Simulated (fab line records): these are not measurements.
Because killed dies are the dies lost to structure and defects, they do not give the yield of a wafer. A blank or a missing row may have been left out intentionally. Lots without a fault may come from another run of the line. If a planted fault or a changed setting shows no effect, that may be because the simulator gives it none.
A struck lot beside a sound one | flow nand_harc | 15 out of 1302 route steps
Sound: wafers L834.1, L834.2, L834.5. Wafers L845.2, L845.3, L845.6 were the ones struck. Last of all comes the cause.
Each step with rows lists, per side, the tool, then ch with its chambers, then its first start. Under that, the readings that differ: sound wafers | struck wafers | difference of the means | sigmas: that difference in standard deviations of wafers without a fault.
alike: readings with means less than 2 such deviations apart, plus words and numbers identical on both sides. not compared: withheld readings, readings lacking a value on some wafer, bounds such as >300 that could conceal the same value, and numbers that have no deviation in the record and whose values overlap.
A row with sigmas, a row that says differs or no value, or rows on one side alone: a step with any of these is where the two part. Numbers that don't overlap but have no deviation are shown without sigmas and don't part them. A reading missing from all wafers of one side parts the sides only when that side holds two or more wafers.

NHARC_P_M2_PVD_20: deposits TaN, target thk 5 nm, time 8.06 s.
  sound on pvd_sputter-03; struck on pvd_sputter-01
  alike: bias_v, cathode_dc_power_W, throttle_valve_pct
NHARC_P_M2_PVD_21: deposits Cu, target thk 30 nm, time 20.49 s.
  sound on pvd_sputter-03; struck on pvd_sputter-01
  alike: cathode_dc_power_W, throttle_valve_pct
then, 1 step without rows for these wafers: NHARC_P_M2_ECD_22 (material Cu, target thk 400 nm).
NHARC_P_M2_ANNEAL_31: time 90 s.
  sound on rtp_anneal-02 ch 0, day 10 12:02; struck on rtp_anneal-01 ch 0, day 15 06:58
  alike: anneal_temp_c, wafer_temp_C_max
NHARC_P_M2_CMP_23: polishes, t overpolish 20 s, target thk 144.3 nm.
  sound on cmp-01 ch 1,2,3, day 10 12:22; struck on cmp-02 ch 0,3, day 15 07:17
  alike: edge_zone_pressure_frac, motor_current_A, time_to_endpoint_s
NHARC_P_M2_THK_MEAS_24: measures by xrf.
  sound: film_metro-01 at day 10 12:41; struck: film_metro-02 at day 15 07:34
  alike: thk_nm
following that, these wafers have no rows for 1 step: NHARC_P_M2_SRD_25.
NHARC_P_M2_INSPECT_27:
  sound: defect_inspect-01 at day 10 12:50; struck: defect_inspect-01 at day 15 07:44
  alike: raw_defect_count
then, 2 steps without rows for these wafers: NHARC_P_M2_PRE_CLEAN_32 (time 12 s); NHARC_P_M2_DEP_33 (deposits SiCN, target thk 30 nm).
NHARC_P_BONDPAD_DEP_00: deposits SiCN, target thk 250 nm.
  sound on pecvd-03 ch 1,2, day 10 13:25; struck on pecvd-02 ch 1,2, day 15 08:17
  alike: chamber_pressure_Torr, heater_power_w
NHARC_P_BONDPAD_CMP_32: polishes SiCN, target thk 200 nm.
  sound on cmp-03 ch 0,1,3, day 10 13:52; struck on cmp-04 ch 1,2,3, day 15 08:41
  no value came back on the struck wafers for edge_zone_pressure_frac, motor_current_A (A); on the sound wafers edge_zone_pressure_frac reads 1.004 1.004 0.998
NHARC_P_BONDPAD_THK_MEAS_33: measures by ellipsometry.
  sound: film_metro-01 at day 10 14:04; struck: film_metro-02 at day 15 08:56
  reading     | sound             | struck            | difference | sigmas
  thk_nm (nm) | 197.8 200.0 200.1 | 251.4 249.0 257.5 | +53.3      | +38
following that, these wafers have no rows for 1 step: NHARC_P_BONDPAD_SRD_34.
-- jump in the record: it breaks off in module P_BONDPAD and resumes in module END (first step shown: number 1302 of the route), and 18 days separate the struck wafers' starts before and after --
NHARC_END_SORT_01:
  sound on prober-02 ch 0, day 28 05:22; struck on prober-02 ch 0, day 33 06:11
  reading                  | sound          | struck         | difference | sigmas
  defect_limited_yield (%) | 90.3 90.0 89.2 | 0 0 0          | -90        | -31
  killed_at_periphery      | 1 5 5          | 650 650 644    | +644       | +99 or more
  killed_dies              | 66 68 73       | 677 677 677    | +608       | +30
  sort_bin_2_pct (%)       | 4.0 3.5 4.3    | 95.7 96.6 96.5 | +92.3      | +71
  sort_n_pass              | 611 609 604    | 0 0 0          | -608       | -30
  sort_rim_yield_pct (%)   | 97 90 93       | 0 0 0          | -93        | -23
  sort_yield_pct (%)       | 90.3 90.0 89.2 | 0 0 0          | -90        | -31
  alike: killed_at_array, killed_at_other, killed_open, killed_short, sort_bin_3_pct, sort_bin_4_pct

== WHERE THEY PART ==
Earliest at NHARC_P_BONDPAD_CMP_32; latest, in this record, at NHARC_END_SORT_01.

WHY: what had been put in by the simulator
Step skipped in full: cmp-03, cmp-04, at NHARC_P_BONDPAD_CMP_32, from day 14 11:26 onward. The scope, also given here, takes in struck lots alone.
